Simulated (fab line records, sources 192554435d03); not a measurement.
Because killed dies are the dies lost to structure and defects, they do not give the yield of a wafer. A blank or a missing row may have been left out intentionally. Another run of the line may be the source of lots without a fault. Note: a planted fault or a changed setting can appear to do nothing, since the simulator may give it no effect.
Matching of chambers	flow n5 finfet	uv cure-01 running N5_BEOL_M11_CURE_71: 3 sister chambers
The step cures SiCOH lowk, time 240 s. 6 wafers are shown with their chamber, then 11 later ones without.

WAFERS, EACH WITH ITS CHAMBER
wafer	chamber	wafer_temp_C_max	lamp power pct (%)
L076.4	0	386.8	52.33
L076.6	0	386.8	52.36
L080.4	2	387.2	52.27
L080.5	2	386.3	52.23
L083.6	1	387.1	52.27
L087.2	1	387.3	52.40

WAFERS WITHOUT THEIR CHAMBER
wafer	wafer_temp_C_max	lamp power pct (%)
L087.3	386.8	52.31
L087.6	386.5	52.30
L090.1	386.6	52.30
L090.2	386.1	52.42
L090.6	386.2	52.30
L092.3	386.6	52.33
L092.4	387.0	52.22
L092.6	387.4	52.27
L095.2	386.2	52.29
L095.5	386.4	52.29
L095.6	387.1	52.38

WHICH CHAMBER EACH WENT THROUGH
wafer	from the rows above	in truth
L087.3	can't be placed: 0 or 2 or 1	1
L087.6	can't be placed: 2 or 0 or 1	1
L090.1	can't be placed: 0 or 2 or 1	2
L090.2	can't be placed: 0 or 1 or 2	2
L090.6	can't be placed: 2 or 0 or 1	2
L092.3	can't be placed: 0 or 2 or 1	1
L092.4	can't be placed: 2 or 1 or 0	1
L092.6	can't be placed: 1 or 2 or 0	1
L095.2	can't be placed: 2 or 0 or 1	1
L095.5	can't be placed: 2 or 0 or 1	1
L095.6	can't be placed: 1 or 0 or 2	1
Placed correctly: 0 of 11. From these rows, 11 cannot be placed; in 11 the true chamber is one of the candidates. Wrongly placed: 0.
How it was worked out, from the rows above alone: a wafer's distance from a chamber is the root of the sum, over the readings, of the square of ((its reading less the chamber's mean) divided by the reading's scatter). The wafer belongs to the nearest chamber; if the next one is less than 2 further off, it can't be placed. The mean given for a chamber averages the wafers shown for that chamber. The scatter is the square root of a quotient: the sum, over the shown wafers, of each reading's squared deviation from its chamber's mean, divided by wafers minus chambers.
